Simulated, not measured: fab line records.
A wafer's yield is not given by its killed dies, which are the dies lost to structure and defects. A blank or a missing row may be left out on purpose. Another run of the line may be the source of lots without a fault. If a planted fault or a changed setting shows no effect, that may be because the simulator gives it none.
fab line records	flow nandHarc
[record] lots = 6	wafers = 18	lastDay = 24
route steps=1159 shown P_GATE@143 END@1159
lots untouched by any fault: they come from a run of this same line in which no faults occurred
startH: start of the lot's first displayed wafer, in hours after the record's first day	waitH: hours since the lot's step before	" as in the row above	L1.1+2: several wafers, shown together as one row	- no value, or no start given	* or withheld: withheld	< > ~ a bound
route shown NAME@n: a module of which the file shows steps, and the number in the route of the first	usual: mean/standard deviation taken from wafers without a fault	same: alike in all rows	chamber/n: place in a boat	sites: each site's reading	_std_site: the standard deviation of these	_edge_site: the outer-site mean with the inner-site mean subtracted	radiusMm: for every site, how far away it sits from the centre of the wafer	mask NAME#n: copy n	behind: the most recent tool/chamber to have shaped the wafer	hold: reason for holding the lot/hours on hold/outcome of the hold	device: whichever transistor did not switch (one of n, p or np)	end of line: the tests these same wafers got at the end of their route	for a step that has no rows: nothing shown but its recipe	killed: at the first sort, the dies lost to defects and structure; wafer yield is something else	map: a wafer's dies, x killed, . not, _ none there
set.NAME: the run value of the setting; set.NAME@STEP: its run value at that earlier step	model.NAME: the simulator's own value behind a step, which no gauge read
lots at selected steps of the route; one table per step, one row per wafer
services: the hour from which a tool's chamber was out of use, counted from the record's first day as startH (under 0 if before that day), plus the number of hours and why
[[steps]]
[step NHARC_P_GATE_INSPECT_28]
[usual] rawDefectCount = 5.7/2.7
lot.wafer	tool	chamber	startH	waitH	rawDefectCount
L373.1	defectInspect-02	-	150.03	0.0	2
L373.4	"	-	"	"	2
L373.5	"	-	"	"	11
L374.2	defectInspect-02	-	150.19	0.0	8
L374.5	"	-	"	"	1
L374.6	"	-	"	"	4
L379.3	defectInspect-01	-	184.35	0.0	4
L379.5	"	-	"	"	4
L379.6	"	-	"	"	6
L382.4	defectInspect-01	-	199.01	0.0	2
L382.5	"	-	"	"	5
L382.6	"	-	"	"	4
L384.1	defectInspect-01	-	215.68	0.0	6
L384.3	"	-	"	"	7
L384.6	"	-	"	"	7
L386.4	defectInspect-02	-	221.04	0.0	4
L386.5	"	-	"	"	2
L386.6	"	-	"	"	3
[step NHARC_P_GATE_DESCUM_31]
[recipe] timeS = 3	o2FlowSccm = 200	arFlowSccm = 0	biasPowerW = 0	chemistry = O2
[usual] drypumpMotorCurrentA = 5.79/0.24	oesProductAu = 0.998/0.0082	rfVppV = 57.5/0.83	showerheadPlenumPTorr = 1.90/0.077	throttleValvePct = 11.312/0.0086
lot.wafer	tool	chamber	startH	waitH	drypumpMotorCurrentA	oesProductAu	rfHoursCounterH	rfVppV	showerheadPlenumPTorr	throttleValvePct
L373.1	rieDiel-11	1	150.13	0.1	6.41	0.992	47	58.1	1.96	11.317
L373.4	"	3	"	"	5.71	1.010	48	56.8	1.82	11.317
L373.5	"	1	"	"	6.40	0.990	-	57.1	1.97	11.314
L374.2	rieDiel-07	3	150.28	0.1	5.56	1.003	16	57.0	1.95	11.306
L374.6	"	0	"	"	5.86	0.994	-	58.0	1.84	11.310
L374.5	"	1	"	"	5.86	1.006	-	55.6	1.82	11.308
L379.3	rieDiel-11	2	184.41	0.1	5.55	1.008	59	56.9	1.77	11.318
L379.6	"	2	"	"	5.53	1.002	-	57.7	1.77	11.318
L379.5	"	3	"	"	5.76	0.996	-	56.1	1.82	11.297
L382.4	rieDiel-07	1	199.08	0.1	5.87	1.005	22	56.9	1.82	11.304
L382.5	"	0	"	"	5.82	1.006	-	57.1	1.84	11.303
L382.6	"	1	"	"	5.86	1.013	-	58.6	1.82	11.311
L384.1	rieDiel-11	3	215.75	0.1	5.72	1.003	7	56.8	1.82	11.310
L384.3	"	0	"	"	5.46	1.009	8	58.7	2.02	11.309
L384.6	"	0	"	"	5.45	1.018	-	58.3	2.02	11.307
L386.4	rieDiel-11	1	221.12	0.1	6.41	0.986	11	57.2	1.96	11.298
L386.5	"	2	"	"	5.51	0.999	-	57.3	2.07	11.304
L386.6	"	3	"	"	5.73	0.986	-	57.2	1.82	11.309
[step NHARC_P_GATE_ETCH_104]
[recipe] targetDepthA = 600	timeS = withheld	cf4FlowSccm = 100	chf3FlowSccm = 30	arFlowSccm = 0	rfW = 500	biasW = 200	chemistry = CF4/CHF3
[step NHARC_P_GATE_HM_OPEN_105]
[recipe] targetDepthA = 3600	o2FlowSccm = 400	cosFlowSccm = 20	arFlowSccm = 0	rfW = 500	biasW = 300	chemistry = O2/COS
[usual] biasW = 300.0/1	drypumpMotorCurrentA = 5.81/0.24	oesProductAu = 0.999/0.0079	rfFwdPowerW = 498.5/1.4	rfVppV = 466.6/2.7	showerheadPlenumPTorr = 3.10/0.12	throttleValvePct = 28.330/0.0091
lot.wafer	tool	chamber	startH	waitH	biasW	drypumpMotorCurrentA	oesProductAu	rfFwdPowerW	rfHoursCounterH	rfVppV	showerheadPlenumPTorr	throttleValvePct
L373.1	rieDiel-11	3	-	-	300.7	5.74	1.007	496.4	48	465.3	2.98	28.333
L373.4	"	0	"	"	301.8	5.48	0.993	499.9	48	469.5	3.29	28.333
L373.5	"	3	"	"	301.0	5.75	1.010	495.6	-	462.1	2.98	28.329
L374.2	rieDiel-07	2	-	-	300.1	5.84	0.987	499.7	16	468.0	3.18	28.335
L374.6	"	1	"	"	299.5	5.89	1.005	498.5	-	464.6	2.99	28.332
L374.5	"	2	"	"	299.9	5.85	0.990	501.5	-	467.3	3.18	28.331
L379.3	rieDiel-11	0	-	-	299.2	5.45	1.005	499.0	62	470.4	3.29	28.328
L379.5	"	1	"	"	300.0	6.41	0.994	497.1	-	469.3	3.19	28.316
L379.6	"	2	"	"	300.1	5.54	1.004	496.3	-	461.6	2.90	28.333
L382.4	rieDiel-07	1	-	-	299.9	5.90	0.991	500.5	22	463.3	2.98	28.336
L382.5	"	3	"	"	300.0	5.57	0.987	499.6	-	466.2	3.17	28.304
L382.6	"	0	"	"	299.5	5.84	1.003	502.0	-	463.5	3.00	28.348
L384.1	rieDiel-11	0	-	-	300.9	5.48	1.000	498.8	8	470.7	3.28	28.317
L384.3	"	1	"	"	299.9	6.39	0.987	498.1	9	467.6	3.19	28.336
L384.6	"	1	"	"	299.6	6.42	0.998	499.5	-	468.1	3.19	28.334
L386.4	rieDiel-11	1	-	-	300.1	6.41	0.987	498.9	11	469.5	3.19	28.337
L386.5	"	3	"	"	299.6	5.74	0.983	497.4	-	464.0	2.97	28.321
L386.6	"	0	"	"	299.5	5.47	1.004	497.6	-	471.1	3.28	28.349
[step NHARC_P_GATE_STRIP_106]
[recipe] o2FlowSccm = 400	cosFlowSccm = 20	arFlowSccm = 0	biasW = 0	chemistry = O2/COS
[step NHARC_P_GATE_ETCH_114]
[recipe] targetDepthA = 300	overetchA = 30	timeS = 16.5	ionEnergyEv = 100	cf4FlowSccm = 80	o2FlowSccm = 20	arFlowSccm = 0	rfW = 300	biasW = 100	chemistry = CF4/O2
[usual] biasW = 100.00/0.29	cf4FlowSccm = 79.97/0.24	drypumpMotorCurrentA = 5.79/0.24	oes_f_703_au = 1.000/0.0047	oesProductAu = 0.998/0.0079	rfFwdPowerW = 295.4/1.5	rfVppV = 197.6/1.3	showerheadPlenumPTorr = 1.32/0.053	throttleValvePct = 13.397/0.0099
lot.wafer	tool	chamber	startH	waitH	biasW	cf4FlowSccm	drypumpMotorCurrentA	oes_f_703_au	oesProductAu	rfFwdPowerW	rfHoursCounterH	rfVppV	showerheadPlenumPTorr	throttleValvePct
L373.4	rieDiel-11	3	-	-	100.29	79.62	5.72	1.000	1.002	293.6	48	196.9	1.27	13.385
L373.1	"	0	"	"	99.96	79.78	5.46	0.999	0.994	295.2	48	200.5	1.41	13.403
L373.5	"	3	"	"	99.79	79.98	5.75	1.000	1.012	292.8	-	195.7	1.27	13.397
L374.2	rieDiel-07	2	-	-	100.29	79.89	5.84	1.000	0.978	295.7	16	199.0	1.36	13.402
L374.6	"	1	"	"	99.72	79.95	5.85	0.996	1.006	296.3	-	195.9	1.27	13.400
L374.5	"	2	"	"	100.21	79.89	5.83	1.000	0.992	297.1	-	196.8	1.36	13.378
L379.3	rieDiel-11	1	-	-	99.81	80.05	6.39	0.996	0.980	292.3	60	198.7	1.37	13.404
L379.5	"	2	"	"	100.04	80.35	5.50	0.997	0.992	295.3	-	195.3	1.24	13.393
L379.6	"	3	"	"	100.09	79.85	5.72	1.000	1.000	294.0	-	196.8	1.27	13.406
L382.4	rieDiel-07	1	-	-	100.13	80.07	5.87	1.004	1.009	296.9	22	197.2	1.27	13.412
L382.6	"	3	"	"	100.31	79.90	5.55	0.991	0.990	295.2	-	199.6	1.36	13.399
L382.5	"	0	"	"	100.22	80.12	5.82	1.000	1.001	295.1	-	195.7	1.28	13.392
L384.1	rieDiel-11	3	-	-	100.55	79.60	5.73	0.994	1.001	293.1	7	196.3	1.27	13.399
L384.3	"	0	"	"	99.92	80.07	5.46	1.011	1.008	292.2	8	199.2	1.40	13.406
L384.6	"	1	"	"	99.32	80.07	6.41	0.991	0.986	291.3	-	199.4	1.36	13.404
L386.4	rieDiel-11	3	-	-	99.59	80.24	5.74	1.004	0.982	293.2	9	194.6	1.27	13.388
L386.6	"	1	"	"	99.90	79.97	6.40	1.002	0.993	292.5	-	199.2	1.36	13.416
L386.5	"	2	"	"	99.71	80.25	5.47	1.001	0.996	294.6	-	200.6	1.44	13.396
[step NHARC_P_GATE_ETCH_32]
[recipe] targetDepthA = 1500	overEtchFrac = 1	overEtchIonEnergyEv = 40	timeS = 100.1	hbrFlowSccm = 150	cl2FlowSccm = 50	rfW = 400	icpW = 400	biasW = 100	chemistry = HBr/Cl2
[usual] biasW = 100.00/0.25	drypumpMotorCurrentA = 5.7/0.53	mfcCl2Sccm = 50.03/0.15	oesProductAu = 0.999/0.0081	rfFwdPowerW = 396.8/1.3	throttleValvePct = 26.405/0.0099
[same] overEtchFrac = 1
lot.wafer	tool	chamber	startH	waitH	biasW	drypumpMotorCurrentA	mfcCl2Sccm	oesProductAu	rfFwdPowerW	rfHoursCounterH	throttleValvePct
L373.1	rieSi-04	3	150.82	-	100.03	5.7	49.85	0.996	394.3	0.3	26.404
L373.4	"	0	"	"	99.84	6.2	50.00	0.995	396.5	0.4	26.415
L373.5	"	3	"	"	100.16	5.7	49.97	1.001	394.5	-	26.400
L374.2	rieSi-06	3	150.82	-	100.06	6.8	49.98	1.013	398.6	1.2	26.401
L374.6	"	2	"	"	99.98	6.2	50.07	0.993	396.8	-	26.394
L374.5	"	3	"	"	100.17	6.8	49.95	1.004	398.7	-	26.389
L379.3	rieSi-04	1	184.92	-	99.64	5.5	49.72	0.993	398.4	1.3	26.399
L379.6	"	2	"	"	99.68	4.9	50.38	1.002	394.5	-	26.406
L379.5	"	3	"	"	99.66	5.7	50.07	1.009	395.2	-	26.399
L382.4	rieSi-01	0	199.55	-	100.17	6.3	49.96	1.009	398.9	0.0	26.388
L382.6	"	3	"	"	99.73	4.9	49.74	0.985	398.5	-	26.400
L382.5	"	0	"	"	99.83	6.3	50.24	0.999	397.4	-	26.398
L384.1	rieSi-01	2	216.28	-	100.30	5.8	50.10	0.986	393.8	0.2	26.402
L384.3	"	1	"	"	99.69	6.3	50.26	0.986	397.3	0.2	26.410
L384.6	"	2	"	"	100.23	5.8	49.90	0.988	396.4	-	26.413
L386.4	rieSi-06	3	221.57	-	99.82	6.8	50.28	1.002	397.6	0.2	26.419
L386.5	"	2	"	"	100.36	6.1	49.89	0.991	397.0	-	26.410
L386.6	"	3	"	"	100.36	6.8	50.15	0.986	396.6	-	26.427
[step NHARC_P_GATE_STRIP_108]
[recipe] o2FlowSccm = 500	arFlowSccm = 0	biasW = 0	chemistry = O2
[usual] drypumpMotorCurrentA = 5.81/0.24	oesProductAu = 1.000/0.0075	rfVppV = 57.6/0.87	showerheadPlenumPTorr = 3.49/0.13	throttleValvePct = 17.035/0.0098
[same] biasW = 0
lot.wafer	tool	chamber	startH	waitH	drypumpMotorCurrentA	oesProductAu	rfHoursCounterH	rfVppV	showerheadPlenumPTorr	throttleValvePct
L374.2	rieDiel-07	1	151.00	-	5.89	1.005	15	58.3	3.38	17.016
L374.6	"	3	"	"	5.56	1.004	-	58.5	3.59	17.029
L374.5	"	0	"	"	5.88	1.003	-	58.0	3.40	17.019
L373.4	rieDiel-11	2	151.00	-	5.51	1.001	50	57.5	3.29	17.031
L373.1	"	0	"	"	5.47	0.993	48	56.7	3.72	17.041
L373.5	"	2	"	"	5.50	1.006	-	57.5	3.29	17.035
L379.3	rieDiel-11	2	185.04	-	5.47	0.997	59	57.6	3.28	17.020
L379.6	"	2	"	"	5.50	0.999	-	58.0	3.28	17.029
L379.5	"	3	"	"	5.74	1.006	-	56.9	3.37	17.037
L382.4	rieDiel-11	2	199.71	-	5.51	1.002	0	58.3	3.81	17.049
L382.5	"	1	"	"	6.41	0.987	-	58.0	3.61	17.043
L382.6	"	2	"	"	5.54	0.996	-	58.3	3.81	17.023
L384.3	rieDiel-11	0	216.45	-	5.44	1.007	8	58.5	3.70	17.041
L384.1	"	2	"	"	5.51	0.999	9	58.4	3.80	17.021
L384.6	"	0	"	"	5.46	1.010	-	58.3	3.70	17.040
L386.4	rieDiel-01	2	221.77	-	5.73	1.001	30	57.8	3.40	17.031
L386.6	"	3	"	"	5.82	1.004	-	57.5	3.51	17.049
L386.5	"	0	"	"	6.38	1.004	-	58.1	3.67	17.042
[step NHARC_P_GATE_CD_MEAS_33]
[usual] cdNm = 119.8/1.5
lot.wafer	tool	chamber	startH	waitH	cdNm
L374.2	cdSem-03	-	151.14	-	122.4
L374.5	"	-	"	"	120.2
L374.6	"	-	"	"	121.2
L373.1	cdSem-02	-	151.18	-	122.0
L373.4	"	-	"	"	117.0
L373.5	"	-	"	"	122.8
L379.3	cdSem-01	-	185.23	-	119.6
L379.5	"	-	"	"	119.3
L379.6	"	-	"	"	118.9
L382.4	cdSem-01	-	199.88	-	119.5
L382.5	"	-	"	"	119.7
L382.6	"	-	"	"	119.9
L384.1	cdSem-02	-	216.63	-	120.8
L384.3	"	-	"	"	118.5
L384.6	"	-	"	"	120.3
L386.4	cdSem-01	-	221.90	-	123.0
L386.5	"	-	"	"	121.9
L386.6	"	-	"	"	120.6
[step NHARC_P_GATE_STRIP_35]
[recipe] timeS = 600	tempC = 130	chemistry = SPM
[step NHARC_P_GATE_PRECLEAN_73]
[recipe] timeS = *	tempC = 50	bathAgeMin = 0	chemistry = SC1
[step NHARC_P_GATE_SRD_74]
[step NHARC_P_GATE_ALD_36]
[recipe] targetThkA = 200	pulseTimeS = 60	aldCycles = 223	tempC = 400	material = SiNx
[usual] aldCycles = 223/0	heaterPowerOuterW = 489/51	heaterPowerW = 803/91	precursorPulseHeightRel = 0.999/0.019
lot.wafer	tool	chamber	startH	waitH	aldCycles	heaterPowerOuterW	heaterPowerW	precursorPulseHeightRel
L374.2	aldSin-04	2	152.66	-	-	-	-	-
L374.5	"	1	155.84	-	-	-	-	-
L374.6	"	2	156.90	-	-	-	-	-
L373.1	aldSin-02	3	153.05	-	-	-	-	-
L373.5	"	3	157.28	-	-	-	-	-
L373.4	"	0	158.69	-	-	-	-	-
L379.3	aldSin-04	0	186.74	-	223	511	797	0.991
L379.6	"	3	189.93	-	223	494	883	0.993
L379.5	"	0	190.99	-	223	498	832	0.986
L382.4	aldSin-02	1	200.33	-	223	521	803	0.972
L382.5	"	1	204.62	-	223	503	790	0.988
L382.6	"	2	205.69	-	223	571	963	1.053
L384.3	aldSin-02	3	219.21	-	223	401	651	1.016
L384.1	"	0	220.27	-	223	530	865	1.007
L384.6	"	2	222.40	-	223	560	976	1.033
L386.4	aldSin-04	2	225.53	-	223	527	813	1.020
L386.5	"	3	226.59	-	223	509	839	0.991
L386.6	"	0	227.65	-	223	517	782	1.041
[step NHARC_P_GATE_ETCHBACK_37]
[recipe] targetDepthA = 345	timeS = 17.2	chf3FlowSccm = 50	o2FlowSccm = 10	arFlowSccm = 200	rfW = 500	biasW = 200	chemistry = CHF3/O2
[step NHARC_END_SORT_01]
[recipe] tempC = 25
[usual] killedAtArray = 28/11	killedAtOther = 0.8/1.3	killedAtPeriphery = 3.6/2.5	killedDies = 32/11	killedOpen = 3.0/1.8	killedShort = 2.0/1.5
[same] grossDies = 677
lot.wafer	tool	chamber	startH	waitH	hold	killedAtArray	killedAtOther	killedAtPeriphery	killedDies	killedOpen	killedShort
L373.1	prober-02	0	508.52	2.5	awaitDispo/2.0h/scrap	29	1	647	677	1	2
L373.4	prober-02	0	510.91	3.4	awaitDispo/2.0h/scrap	29	0	648	677	5	2
L373.5	prober-02	0	511.71	3.7	awaitDispo/2.0h/scrap	30	0	647	677	3	2
L374.2	prober-01	0	509.49	2.8	awaitDispo/2.4h/scrap	19	1	657	677	1	1
L374.5	prober-01	0	511.89	3.7	awaitDispo/2.4h/scrap	31	1	645	677	4	1
L374.6	prober-01	0	512.69	4.0	awaitDispo/2.4h/scrap	18	0	659	677	3	0
L379.3	prober-01	0	532.80	3.1	-	27	0	2	29	3	1
L379.5	prober-01	0	534.42	3.7	-	16	0	6	22	1	2
L379.6	prober-01	0	535.23	4.0	-	33	0	1	34	2	2
L382.4	prober-02	0	550.16	3.4	-	51	3	6	60	5	1
L382.5	prober-02	0	550.97	3.7	-	39	1	7	47	2	2
L382.6	prober-02	0	551.78	4.0	-	48	3	2	53	5	1
L386.4	prober-02	0	558.61	3.4	-	32	0	0	32	4	1
L386.5	prober-02	0	559.41	3.7	-	27	0	1	28	2	0
L386.6	prober-02	0	560.21	4.0	-	30	0	1	31	3	3
L384.1	prober-02	0	577.06	2.5	-	48	1	2	51	5	3
L384.3	prober-02	0	578.67	3.1	-	42	2	2	46	5	1
L384.6	prober-02	0	581.09	4.0	-	56	1	0	57	6	2
// killed by level:class
L373.1 P_GATE:areaAld=644 A_SLIT:chamberFilmFlake=16 A_WL_FILL:chamberFilmFlake=5 P_GATE:chamberFilmFlake=2 A_CHANNEL_HOLE_D1:chamberFilmFlake=2 A_CONTACT:chamberFilmFlake=2 A_SGD_CUT:geometricParticle:short=1 A_BLC:geometricParticle:open=1
L374.2 P_GATE:areaAld=654 A_CHANNEL_HOLE_D1:chamberFilmFlake=12 P_BONDPAD:chamberFilmFlake=2 A_STAIRCASE:chamberFilmFlake=2 A_WL_FILL:chamberFilmFlake=2 A_SGD_CUT:geometricParticle:open=1 A_WL_FILL:geometricParticle:short=1 P_M0:chamberFilmFlake=1
L373.4 P_GATE:areaAld=642 A_SLIT:chamberFilmFlake=14 A_CHANNEL_HOLE_D1:chamberFilmFlake=8 P_CONTACT:geometricParticle:open=2 P_BONDPAD:chamberFilmFlake=2 A_WL_FILL:chamberFilmFlake=2 P_CONTACT:geometricParticle:short=1 A_CHANNEL_HOLE_D1:geometricParticle:short=1
L373.5 P_GATE:areaAld=646 A_SLIT:chamberFilmFlake=13 A_CHANNEL_HOLE_D1:chamberFilmFlake=6 A_STAIRCASE:chamberFilmFlake=4 A_CONTACT:chamberFilmFlake=2 P_CONTACT:geometricParticle:open=1 A_CHANNEL_HOLE_D1:geometricParticle:open=1 A_CHANNEL_FILL_D1:geometricParticle:short=1
L374.5 P_GATE:areaAld=645 A_CHANNEL_HOLE_D1:chamberFilmFlake=15 A_STAIRCASE:chamberFilmFlake=5 A_CONTACT:chamberFilmFlake=4 A_WL_FILL:chamberFilmFlake=2 A_CHANNEL_FILL_D1:geometricParticle:short=1 A_WL_FILL:geometricParticle:open=1 A_CONTACT:geometricParticle:open=1
L374.6 P_GATE:areaAld=654 A_STAIRCASE:chamberFilmFlake=8 A_CHANNEL_HOLE_D1:chamberFilmFlake=6 A_WL_FILL:chamberFilmFlake=2 P_CONTACT:geometricParticle:open=1 P_M0:geometricParticle:open=1 A_WL_FILL:geometricParticle:open=1 P_STI:chamberFilmFlake=1
L379.3 A_CHANNEL_HOLE_D1:chamberFilmFlake=15 A_STAIRCASE:chamberFilmFlake=5 A_M1:chamberFilmFlake=2 P_M0:geometricParticle:short=1 P_M2:geometricParticle:open=1 A_SOURCE_PLATE:geometricParticle:open=1 A_CONTACT:geometricParticle:open=1 A_CHANNEL_FILL_D1:chamberFilmFlake=1
L379.5 A_CHANNEL_HOLE_D1:chamberFilmFlake=9 P_M1:chamberFilmFlake=2 A_STAIRCASE:chamberFilmFlake=2 A_CONTACT:chamberFilmFlake=2 P_GATE:geometricParticle:open=1 P_M1:geometricParticle:short=1 A_WL_FILL:geometricParticle:short=1 P_STI:chamberFilmFlake=1
L379.6 A_CHANNEL_HOLE_D1:chamberFilmFlake=18 A_STAIRCASE:chamberFilmFlake=6 A_M1:chamberFilmFlake=3 A_SOURCE_PLATE:geometricParticle:short=1 A_CHANNEL_FILL_D1:geometricParticle:open=1 A_CONTACT:geometricParticle:open=1 A_CONTACT:geometricParticle:short=1 P_GATE:chamberFilmFlake=1
L382.4 A_CHANNEL_HOLE_D1:chamberFilmFlake=21 A_SLIT:chamberFilmFlake=19 A_CONTACT:chamberFilmFlake=4 P_GATE:chamberFilmFlake=3 THIN_TSV:chamberFilmFlake=3 A_BLC:geometricParticle:open=2 P_M2:chamberFilmFlake=2 P_CONTACT:geometricParticle:open=1
L382.5 A_SLIT:chamberFilmFlake=21 A_CHANNEL_HOLE_D1:chamberFilmFlake=13 P_GATE:chamberFilmFlake=4 A_CONTACT:chamberFilmFlake=3 P_GATE:geometricParticle:short=1 P_CONTACT:geometricParticle:short=1 P_M0:geometricParticle:open=1 A_WL_FILL:geometricParticle:open=1
L382.6 A_SLIT:chamberFilmFlake=21 A_CHANNEL_HOLE_D1:chamberFilmFlake=14 A_STAIRCASE:chamberFilmFlake=4 A_CONTACT:chamberFilmFlake=3 THIN_TSV:chamberFilmFlake=3 A_CONTACT:geometricParticle:open=2 P_M2:chamberFilmFlake=2 A_SOURCE_PLATE:geometricParticle:open=1
L386.4 A_CHANNEL_HOLE_D1:chamberFilmFlake=22 A_CONTACT:chamberFilmFlake=3 A_SOURCE_PLATE:geometricParticle:open=1 A_ONON_D1:geometricParticle:open=1 A_WL_FILL:geometricParticle:short=1 A_CONTACT:geometricParticle:open=1 A_M0:geometricParticle:open=1 A_STAIRCASE:chamberFilmFlake=1
L386.5 A_CHANNEL_HOLE_D1:chamberFilmFlake=21 A_STAIRCASE:chamberFilmFlake=3 A_CONTACT:chamberFilmFlake=2 P_GATE:geometricParticle:open=1 A_ONON_D1:geometricParticle:open=1
L386.6 A_CHANNEL_HOLE_D1:chamberFilmFlake=13 A_STAIRCASE:chamberFilmFlake=9 A_CONTACT:chamberFilmFlake=3 A_CHANNEL_FILL_D1:geometricParticle:open=2 P_STI:geometricParticle:short=1 A_CHANNEL_FILL_D1:geometricParticle:short=1 A_SGD_CUT:geometricParticle:short=1 A_CONTACT:geometricParticle:open=1
L384.1 A_SLIT:chamberFilmFlake=18 A_CHANNEL_HOLE_D1:chamberFilmFlake=13 A_CONTACT:chamberFilmFlake=3 A_M0:chamberFilmFlake=3 A_CONTACT:geometricParticle:short=2 A_WL_FILL:chamberFilmFlake=2 P_GATE:geometricParticle:open=1 P_CONTACT:geometricParticle:open=1
L384.3 A_SLIT:chamberFilmFlake=18 A_CHANNEL_HOLE_D1:chamberFilmFlake=13 A_CONTACT:geometricParticle:open=2 A_BLC:geometricParticle:open=2 P_GATE:chamberFilmFlake=2 A_STAIRCASE:chamberFilmFlake=2 A_WL_FILL:chamberFilmFlake=2 A_CHANNEL_FILL_D1:geometricParticle:short=1
L384.6 A_SLIT:chamberFilmFlake=27 A_CHANNEL_HOLE_D1:chamberFilmFlake=11 A_STAIRCASE:chamberFilmFlake=5 A_CONTACT:geometricParticle:open=2 A_M0:geometricParticle:open=2 A_ZERO_WELL:chamberFilmFlake=2 A_WL_FILL:chamberFilmFlake=2 A_CHANNEL_HOLE_D1:geometricParticle:short=1
// map L373.1 (x killed, . not)
____________x____________
_________xxxxxxx_________
_______xxxxxxxxxxx_______
______xxxxxxxxxxxxx______
_____xxxxxxxxxxxxxxx_____
____xxxxxxxxxxxxxxxxx____
____xxxxxxxxxxxxxxxxx____
___xxxxxxxxxxxxxxxxxxx___
___xxxxxxxxxxxxxxxxxxx___
__xxxxxxxxxxxxxxxxxxxxx__
__xxxxxxxxxxxxxxxxxxxxx__
_xxxxxxxxxxxxxxxxxxxxxxx_
_xxxxxxxxxxxxxxxxxxxxxxx_
_xxxxxxxxxxxxxxxxxxxxxxx_
_xxxxxxxxxxxxxxxxxxxxxxx_
_xxxxxxxxxxxxxxxxxxxxxxx_
xxxxxxxxxxxxxxxxxxxxxxxxx
xxxxxxxxxxxxxxxxxxxxxxxxx
xxxxxxxxxxxxxxxxxxxxxxxxx
xxxxxxxxxxxxxxxxxxxxxxxxx
xxxxxxxxxxxxxxxxxxxxxxxxx
_xxxxxxxxxxxxxxxxxxxxxxx_
_xxxxxxxxxxxxxxxxxxxxxxx_
_xxxxxxxxxxxxxxxxxxxxxxx_
_xxxxxxxxxxxxxxxxxxxxxxx_
_xxxxxxxxxxxxxxxxxxxxxxx_
__xxxxxxxxxxxxxxxxxxxxx__
__xxxxxxxxxxxxxxxxxxxxx__
___xxxxxxxxxxxxxxxxxxx___
___xxxxxxxxxxxxxxxxxxx___
____xxxxxxxxxxxxxxxxx____
____xxxxxxxxxxxxxxxxx____
_____xxxxxxxxxxxxxxx_____
______xxxxxxxxxxxxx______
_______xxxxxxxxxxx_______
_________xxxxxxx_________
____________x____________
// map L374.2 (x killed, . not)
____________x____________
_________xxxxxxx_________
_______xxxxxxxxxxx_______
______xxxxxxxxxxxxx______
_____xxxxxxxxxxxxxxx_____
____xxxxxxxxxxxxxxxxx____
____xxxxxxxxxxxxxxxxx____
___xxxxxxxxxxxxxxxxxxx___
___xxxxxxxxxxxxxxxxxxx___
__xxxxxxxxxxxxxxxxxxxxx__
__xxxxxxxxxxxxxxxxxxxxx__
_xxxxxxxxxxxxxxxxxxxxxxx_
_xxxxxxxxxxxxxxxxxxxxxxx_
_xxxxxxxxxxxxxxxxxxxxxxx_
_xxxxxxxxxxxxxxxxxxxxxxx_
_xxxxxxxxxxxxxxxxxxxxxxx_
xxxxxxxxxxxxxxxxxxxxxxxxx
xxxxxxxxxxxxxxxxxxxxxxxxx
xxxxxxxxxxxxxxxxxxxxxxxxx
xxxxxxxxxxxxxxxxxxxxxxxxx
xxxxxxxxxxxxxxxxxxxxxxxxx
_xxxxxxxxxxxxxxxxxxxxxxx_
_xxxxxxxxxxxxxxxxxxxxxxx_
_xxxxxxxxxxxxxxxxxxxxxxx_
_xxxxxxxxxxxxxxxxxxxxxxx_
_xxxxxxxxxxxxxxxxxxxxxxx_
__xxxxxxxxxxxxxxxxxxxxx__
__xxxxxxxxxxxxxxxxxxxxx__
___xxxxxxxxxxxxxxxxxxx___
___xxxxxxxxxxxxxxxxxxx___
____xxxxxxxxxxxxxxxxx____
____xxxxxxxxxxxxxxxxx____
_____xxxxxxxxxxxxxxx_____
______xxxxxxxxxxxxx______
_______xxxxxxxxxxx_______
_________xxxxxxx_________
____________x____________
[[services]]
tool	chamber	startH	hours	kind
rieDiel-01	1	126.44	1.3	repair
rieDiel-07	1	137.77	4.4	repair
rieDiel-01	-	137.83	9.0	pm
rieDiel-11	0	144.07	-	clean
rieDiel-11	1	144.07	-	clean
rieDiel-11	2	144.07	-	clean
rieDiel-11	3	144.07	-	clean
rieSi-04	2	158.81	25.4	repair
rieSi-04	3	161.52	16.7	repair
rieSi-04	0	164.50	12.7	repair
rieDiel-11	0	169.06	-	clean
rieDiel-11	1	169.06	-	clean
rieDiel-11	2	169.06	-	clean
rieDiel-11	3	169.06	-	clean
rieDiel-07	2	172.16	5.7	repair
rieDiel-11	2	176.26	7.8	repair
rieDiel-01	0	178.42	4.6	repair
rieSi-06	-	183.00	9.0	pm
rieSi-01	-	185.82	9.0	pm
rieDiel-11	-	189.50	9.0	pm
rieDiel-11	0	189.50	9.0	ventCycle
rieDiel-11	1	189.50	9.0	ventCycle
rieDiel-11	2	189.50	9.0	ventCycle
rieDiel-01	0	200.03	4.9	repair
[[key]]
[firstSign] step = NHARC_P_GATE_ALD_36	reading = toolRecord	direction = missing
[effect] step = NHARC_END_SORT_01	reading = killedAtPeriphery	direction = up	sigmas = 99+	usual = 3.6	struck = 650.5
[moreKillsBornAt] NHARC_P_GATE_ALD_36@aldSin-04 = 1953	NHARC_P_GATE_ALD_36@aldSin-02 = 1932
metAt NHARC_P_GATE_ALD_36
struckWafers L373.1,L373.4,L373.5,L374.2,L374.5,L374.6
laterRowsLeftOut L373.1,L373.4,L373.5,L374.2,L374.5,L374.6
testerLeftOut L373,L374
[fault] kind = skippedStepWhole	tool = aldSin-02,aldSin-04	chamber = -	onsetH = 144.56	steps = NHARC_P_GATE_ALD_36	scope = struckLotsOnly
// testerLeftOut: of these lots the tester's yield and bins aren't shown, on N5 and GAA mostly nor the transistor test; their killed dies are dies lost to structure and defects alone, not to doping, threshold or leakage, so they don't give the yield
// laterRowsLeftOut: the simulator's readings of these wafers behind a module that went badly wrong aren't trusted and aren't shown, but for the sort
